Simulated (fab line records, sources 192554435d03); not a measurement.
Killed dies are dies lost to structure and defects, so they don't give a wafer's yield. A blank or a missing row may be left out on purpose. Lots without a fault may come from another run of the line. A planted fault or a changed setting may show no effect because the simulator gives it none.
fab line records | flow n5_finfet
record lots=9 wafers=25 last_day=18
route steps=1938 shown BEOL_M4@1057
lots that met no fault: from a run of the same line without faults
start_h: hours from the record's first day to the start of the lot's first wafer shown | wait_h: hours since the lot's step before | " the same as in the row above | L1.1+2: a row that stands for several wafers | - no value, or no start given | * or withheld: withheld | < > ~ a bound
route shown NAME@n: a module of which the file shows steps, and the number in the route of the first | usual: mean/standard deviation of fault-free wafers | same: alike in all rows | chamber/n: place in a boat | sites: the reading at each site | _std_site: their standard deviation | _edge_site: outer sites' mean less inner sites' | radius_mm: how far each site lies from the wafer's centre | mask NAME#n: copy n | behind: the tool/chamber that last shaped the wafer | hold: why the lot was held/for how many hours/how that ended | device: the transistor (n, p or np) that didn't switch | end of line: the same wafers' tests at the end of the route | a step without rows: its recipe alone | killed: dies lost to structure and defects at the first sort, not the wafer's yield | map: a wafer's dies, x killed, . not, _ none there
set.NAME: the setting as run; set.NAME@STEP: as run at that earlier step | model.NAME: the simulator's own value behind a step, which no gauge read
steps of the route over a sample of lots; a table a step, a row a wafer
services: from which hour (start_h, from the record's first day; less than 0 if before it) a tool's chamber was out of use, for how many hours, and why
## steps
# step N5_BEOL_M4_OVL_MEAS_29
# recipe points_per_wafer=522
# usual V3_OVL=0.2/0.86
# columns lot.wafer tool chamber start_h wait_h V3_OVL[nm]
L664.1 overlay-02 0 160.74 0.0 -1.2
L664.4 " 0 " " -0.8
L664.6 " 0 " " -1.7
L666.3 overlay-01 0 170.01 0.0 -0.9
L666.5 " 0 " " -1.1
L666.6 " 0 " " -0.8
L671.1 overlay-01 0 217.72 0.0 0.2
L671.3 " 0 " " 0.5
L671.4 " 0 " " 1.0
L673.1 overlay-02 0 227.77 0.0 0.0
L673.2 " 0 " " 0.7
L673.5 " 0 " " 0.3
L679.2 overlay-01 0 260.32 0.0 0.0
L679.5 " 0 " " 0.5
L678.1 overlay-02 0 267.88 0.0 0.5
L678.6 " 0 " " 1.6
L683.2 overlay-01 0 291.30 0.0 0.3
L683.4 " 0 " " 1.7
L683.5 " 0 " " 0.7
L685.3 overlay-02 0 303.79 0.0 -1.6
L685.5 " 0 " " -0.8
L685.6 " 0 " " -0.9
L686.1 overlay-02 0 310.87 0.0 0.9
L686.3 " 0 " " 0.6
L686.4 " 0 " " 0.2
# step N5_BEOL_M4_ETCHBACK_99
# recipe chemistry=CHF3 target=SiO2 target_depth_a=50 time_s=10.4 source_w=215 bias_w=47 Ar_flow_sccm=200 CHF3_flow_sccm=12 ion_energy_ev=100 pressure_mtorr=30
# usual chamber_pressure_mTorr=29.999/0.025 drypump_motor_current_A=5.6/0.42 oes_product_au=0.82/0.08 rf_fwd_power_W=212.5/0.81 rf_vpp_V=238/6.8 showerhead_plenum_p_Torr=2.15/0.074 throttle_valve_pct=16.93/0.18
# columns lot.wafer tool chamber start_h wait_h chamber_pressure_mTorr drypump_motor_current_A oes_product_au rf_fwd_power_W rf_hours_counter_h rf_vpp_V showerhead_plenum_p_Torr throttle_valve_pct
L664.1 rie_diel-06 3 162.16 1.0 30.049 5.1 0.87 212.3 44 233 2.10 17.01
L664.4 " 1 " " 30.047 6.3 0.91 211.1 18 231 2.27 16.80
L664.6 " 1 " " 30.003 6.3 0.91 211.8 - 231 2.27 16.79
L666.3 rie_diel-01 3 184.60 14.3 30.033 6.1 0.70 212.5 253 243 2.09 17.08
L666.5 " 3 " " 29.982 6.1 0.69 213.2 - 245 2.09 17.08
L666.6 " 2 " " 30.025 5.6 0.87 212.9 - 230 2.09 16.79
L671.1 rie_diel-01 0 226.33 8.3 30.025 5.2 0.81 212.6 94 246 2.25 16.96
L671.3 " 3 " " 29.940 6.2 1.02 212.2 0 244 2.08 16.49
L671.4 " 2 " " 30.010 5.6 0.84 210.3 - 230 2.08 16.84
L673.1 rie_diel-06 2 234.08 5.6 30.009 5.8 0.85 213.1 82 240 2.18 16.96
L673.2 " 3 " " 30.018 5.0 0.84 212.4 67 230 2.09 17.05
L673.5 " 1 " " 30.003 6.3 0.85 213.1 - 232 2.26 16.85
L679.2 rie_diel-06 1 261.36 0.7 29.989 6.4 0.85 212.8 51 231 2.26 16.86
L679.5 " 1 " " 29.957 6.4 0.86 211.9 - 231 2.26 16.84
L678.1 rie_diel-06 1 269.39 0.8 29.997 6.3 0.87 212.4 54 231 2.26 16.86
L678.6 " 0 " " 29.998 5.2 0.68 212.7 - 232 2.22 16.99
L683.2 rie_diel-01 1 293.62 1.5 29.966 5.3 0.91 211.0 17 246 2.11 17.04
L683.4 " 3 " " 30.031 6.1 0.94 212.2 24 243 2.07 16.52
L683.5 " 2 " " 29.985 5.6 0.82 211.8 - 230 2.07 16.87
L685.3 rie_diel-01 2 313.04 8.9 29.961 5.6 0.80 212.7 105 230 2.07 16.87
L685.5 " 2 " " 30.032 5.6 0.80 212.1 - 231 2.07 16.87
L685.6 " 1 " " 29.953 5.3 0.90 211.5 - 245 2.11 17.04
L686.1 rie_diel-04 0 314.96 3.8 29.970 5.9 0.75 212.8 168 233 2.07 16.98
L686.3 " 2 " " 30.014 6.0 0.67 212.1 236 235 2.11 16.87
L686.4 " 3 " " 29.994 5.1 0.78 213.7 134 233 2.08 17.28
# step N5_BEOL_M4_VIA_ETCH_34
# recipe chemistry=C4F6/O2 target_depth_a=694 mask_material=SOC pressure_mtorr=15 ion_energy_ev=250 taper_deg=4 time_s=65.9 source_w=350 bias_w=170 Ar_flow_sccm=300 C4F6_flow_sccm=10 O2_flow_sccm=10
# usual chamber_pressure_mTorr=15.002/0.014 drypump_motor_current_A=5.6/0.43 oes_product_au=0.82/0.08 rf_fwd_power_W=347.5/1.3 rf_vpp_V=658/18 showerhead_plenum_p_Torr=2.84/0.093 throttle_valve_pct=30.52/0.29
# columns lot.wafer tool chamber start_h wait_h chamber_pressure_mTorr drypump_motor_current_A oes_product_au rf_fwd_power_W rf_hours_counter_h rf_vpp_V showerhead_plenum_p_Torr throttle_valve_pct
L664.1 rie_diel-06 3 162.30 0.0 15.015 5.0 0.88 347.5 44 640 2.77 30.48
L664.4 " 1 " " 14.977 6.4 0.91 349.7 18 641 2.99 30.34
L664.6 " 1 " " 15.001 6.3 0.91 348.1 - 641 2.99 30.33
L666.3 rie_diel-01 3 184.75 0.0 15.005 6.2 0.70 347.8 253 674 2.76 30.72
L666.5 " 3 " " 14.997 6.1 0.70 346.9 - 674 2.76 30.71
L666.6 " 2 " " 14.995 5.6 0.86 347.9 - 640 2.76 30.38
L671.1 rie_diel-01 0 226.47 0.0 14.998 5.2 0.80 347.7 94 682 2.96 30.59
L671.3 " 3 " " 14.989 6.1 1.01 348.3 0 673 2.75 29.82
L671.4 " 2 " " 14.995 5.6 0.83 346.1 - 640 2.75 30.39
L673.1 rie_diel-06 2 234.23 0.0 14.989 5.8 0.85 348.3 83 663 2.87 30.49
L673.2 " 3 " " 15.025 5.1 0.84 345.6 67 642 2.76 30.52
L673.5 " 1 " " 15.005 6.3 0.87 347.2 - 640 2.98 30.34
L679.2 rie_diel-06 1 261.50 0.0 15.026 6.4 0.86 345.3 52 641 2.97 30.36
L679.5 " 1 " " 14.997 6.4 0.86 345.0 - 639 2.97 30.37
L678.1 rie_diel-06 1 269.53 0.0 14.991 6.4 0.86 346.7 54 639 2.97 30.37
L678.6 " 0 " " 14.994 5.2 0.69 347.8 - 642 2.93 30.48
L683.2 rie_diel-01 1 293.76 0.0 15.013 5.3 0.91 345.9 17 675 2.78 30.76
L683.4 " 3 " " 14.985 6.2 0.94 348.4 24 673 2.74 29.85
L683.5 " 2 " " 15.007 5.6 0.81 347.0 - 638 2.74 30.42
L685.3 rie_diel-01 2 313.19 0.0 15.005 5.6 0.79 349.3 105 639 2.74 30.42
L685.5 " 2 " " 15.013 5.5 0.79 348.2 - 640 2.74 30.43
L685.6 " 1 " " 14.999 5.3 0.90 345.4 - 676 2.78 30.77
L686.1 rie_diel-04 0 315.10 0.0 14.984 5.9 0.76 345.5 168 648 2.74 30.83
L686.3 " 2 " " 14.989 6.0 0.67 349.6 236 652 2.79 30.24
L686.4 " 3 " " 14.994 5.2 0.78 347.8 134 645 2.75 31.03
# step N5_BEOL_M4_ETCH_41
# recipe chemistry=CH3F/O2 target=SiCN target_depth_a=299 taper_deg=2 time_s=52.5 ion_energy_ev=120 mask_material=TiN pressure_mtorr=30 source_w=395 bias_w=75 Ar_flow_sccm=150 CH3F_flow_sccm=30 O2_flow_sccm=20
# usual chamber_pressure_mTorr=30.000/0.027 drypump_motor_current_A=5.6/0.42 oes_product_au=0.82/0.08 rf_fwd_power_W=391.0/1.5 rf_vpp_V=297.6/1.7 showerhead_plenum_p_Torr=2.00/0.068 throttle_valve_pct=16.19/0.16
# columns lot.wafer tool chamber start_h wait_h chamber_pressure_mTorr drypump_motor_current_A oes_product_au rf_fwd_power_W rf_hours_counter_h rf_vpp_V showerhead_plenum_p_Torr throttle_valve_pct
L664.1 rie_diel-06 3 162.43 - 29.968 5.0 0.87 391.0 44 296.0 1.95 16.28
L664.4 " 1 " " 29.992 6.4 0.91 389.7 18 299.6 2.11 16.05
L664.6 " 1 " " 29.951 6.4 0.92 390.3 - 300.5 2.11 16.05
L666.3 rie_diel-01 3 184.88 - 30.005 6.1 0.69 391.7 253 296.7 1.94 16.38
L666.5 " 3 " " 29.984 6.1 0.69 390.9 - 296.5 1.94 16.35
L666.6 " 2 " " 30.048 5.6 0.86 389.5 - 297.2 1.94 16.07
L671.1 rie_diel-01 0 226.60 - 30.015 5.2 0.80 391.1 94 298.3 2.09 16.21
L671.3 " 3 " " 29.977 6.2 1.01 390.9 0 296.4 1.94 15.76
L671.4 " 2 " " 29.994 5.6 0.84 388.2 - 296.7 1.94 16.12
L673.1 rie_diel-06 2 234.36 - 30.013 5.7 0.85 391.5 83 298.3 2.02 16.18
L673.2 " 3 " " 30.053 5.0 0.84 389.1 68 298.9 1.95 16.31
L673.5 " 1 " " 29.955 6.4 0.87 388.1 - 299.2 2.10 16.11
L679.2 rie_diel-06 1 261.63 - 29.986 6.3 0.87 391.0 52 300.3 2.10 16.13
L679.5 " 1 " " 29.962 6.3 1.06 388.0 - 299.3 2.10 16.13
L678.1 rie_diel-06 1 269.66 - 29.970 6.3 1.07 390.2 54 298.8 2.10 16.13
L678.6 " 0 " " 30.001 5.2 0.69 392.8 - 299.0 2.06 16.23
L683.2 rie_diel-01 1 293.89 - 29.981 5.4 0.92 393.5 17 296.4 1.95 16.23
L683.4 " 3 " " 30.077 6.2 0.92 389.5 24 295.6 1.93 15.80
L683.5 " 2 " " 29.985 5.6 0.80 388.5 - 295.7 1.93 16.14
L685.3 rie_diel-01 2 313.32 - 29.966 5.6 0.80 390.3 105 296.9 1.93 16.18
L685.5 " 2 " " 30.012 5.6 0.80 391.9 - 295.9 1.93 16.16
L685.6 " 1 " " 30.004 5.3 0.90 391.1 - 296.9 1.95 16.23
L686.1 rie_diel-04 0 315.23 - 29.998 5.9 0.76 391.2 168 296.0 1.92 16.22
L686.3 " 2 " " 29.938 6.0 0.66 392.1 236 295.2 1.96 16.12
L686.4 " 3 " " 30.005 5.2 0.79 393.7 134 295.7 1.93 16.49
# step N5_BEOL_M4_RC_MEAS_101
# usual DIBL_N=36.4/2.7 DIBL_P=36/3.2 IOFF_N=0.16/0.046 IOFF_P=0.21/0.055 ION_N=677/15 ION_P=464/11 SS_N=71.5/0.79 SS_P=73.3/0.93 VT_N=250/4.1 VT_P=-251/4.4
# columns lot.wafer tool chamber start_h wait_h DIBL_N[mV/V] DIBL_P[mV/V] IOFF_N[nA/um] IOFF_P[nA/um] ION_N[uA/um] ION_P[uA/um] SS_N[mV/dec] SS_P[mV/dec] VT_N[mV] VT_P[mV]
L664.1 prober-02 0 166.53 0.0 37.0 35 0.16 0.21 680 467 71.0 73.8 249 -249
L664.4 " 0 " " 43.5 44 0.32 0.42 733 500 72.7 76.2 242 -240
L664.6 " 0 " " 39.5 38 0.22 0.29 692 479 71.5 73.5 244 -245
L666.3 prober-01 0 189.09 0.3 38.3 40 0.22 0.36 695 487 72.9 73.0 242 -239
L666.5 " 0 " " 37.2 38 0.19 0.28 691 478 72.2 73.6 245 -242
L666.6 " 0 " " 35.4 36 0.16 0.26 682 481 72.0 73.0 248 -243
L671.1 prober-02 0 230.80 0.0 38.0 36 0.17 0.23 672 461 72.2 73.8 249 -250
L671.3 " 0 " " 36.2 36 0.13 0.22 671 461 71.8 72.7 255 -250
L671.4 " 0 " " 37.5 36 0.17 0.21 683 460 72.0 73.7 249 -252
L673.1 prober-02 0 238.22 0.0 36.4 37 0.16 0.22 677 468 71.0 74.2 247 -248
L673.2 " 0 " " 37.7 38 0.19 0.23 709 480 71.3 73.8 243 -249
L673.5 " 0 " " 36.7 36 0.15 0.19 672 457 71.5 73.1 251 -252
L679.2 prober-01 0 266.03 0.2 36.6 38 0.16 0.19 692 463 71.7 73.7 248 -253
L679.5 " 0 " " 37.0 40 0.16 0.21 668 454 70.8 73.7 254 -254
L678.1 prober-01 0 275.16 0.0 34.2 34 0.13 0.17 651 447 71.6 73.1 251 -252
L678.6 " 0 " " 39.3 39 0.24 0.25 680 458 72.6 73.8 247 -247
L683.2 prober-01 0 298.85 0.2 36.5 35 0.14 0.19 663 462 70.9 72.6 250 -251
L683.4 " 0 " " 32.8 31 0.10 0.14 659 453 70.5 72.4 256 -256
L683.5 " 0 " " 35.4 34 0.13 0.17 670 461 71.1 72.0 252 -255
L685.3 prober-02 0 319.36 0.3 40.0 38 0.21 0.22 677 457 72.4 73.5 249 -253
L685.5 " 0 " " 36.7 34 0.14 0.16 659 448 71.2 72.5 253 -257
L685.6 " 0 " " 41.0 40 0.23 0.25 689 467 72.3 74.2 247 -252
L686.1 prober-01 0 319.44 0.0 28.6 29 0.06 0.09 633 435 70.3 70.7 264 -265
L686.3 " 0 " " 32.5 32 0.11 0.12 658 440 71.0 71.9 256 -259
L686.4 " 0 " " 32.1 33 0.11 0.13 677 462 70.6 71.7 253 -259
## services
# columns tool chamber start_h hours kind
rie_diel-01 - 144.78 4.3 pm
rie_diel-06 3 173.08 5.7 repair
rie_diel-04 3 185.80 9.3 repair
rie_diel-04 1 195.45 - clean
rie_diel-04 1 195.45 - consumable_replace:focus_ring
rie_diel-04 1 195.45 17.4 scheduled_down
rie_diel-04 1 195.45 17.4 vent_cycle
rie_diel-01 3 205.59 - clean
rie_diel-01 3 205.59 - consumable_replace:focus_ring
rie_diel-01 3 205.59 19.6 scheduled_down
rie_diel-01 3 205.59 19.6 vent_cycle
rie_diel-06 - 221.57 2.8 pm
rie_diel-01 1 225.32 - clean
rie_diel-01 1 225.32 - consumable_replace:focus_ring
rie_diel-01 1 225.32 22.4 scheduled_down
rie_diel-01 1 225.32 22.4 vent_cycle
rie_diel-06 - 256.88 0.1 repair
rie_diel-01 - 284.58 0.4 repair
rie_diel-06 0 311.12 - clean
rie_diel-06 0 311.12 - consumable_replace:esc
rie_diel-06 0 311.12 - consumable_replace:focus_ring
rie_diel-06 0 311.12 22.7 scheduled_down
rie_diel-06 0 311.12 22.7 vent_cycle
## key
first_sign step=N5_BEOL_M4_ETCH_41 reading=oes_product_au direction=up sigmas=3.1 usual=0.82 struck=1.07
effect none on later readings
met_at N5_BEOL_M4_ETCH_41
struck_lots L678,L679
struck_wafers L678.1,L679.5
not_acting_at N5_BEOL_M4_OVL_MEAS_29,N5_BEOL_M4_ETCHBACK_99,N5_BEOL_M4_VIA_ETCH_34
onset_between 234.36 261.63
fault kind=process_parameter_drift tool=rie_diel-06 chamber=- onset_h=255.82 steps=N5_BEOL_M4_ETCH_41 channel=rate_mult offset=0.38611 shape=step end_h=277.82 scope=struck_wafers_only
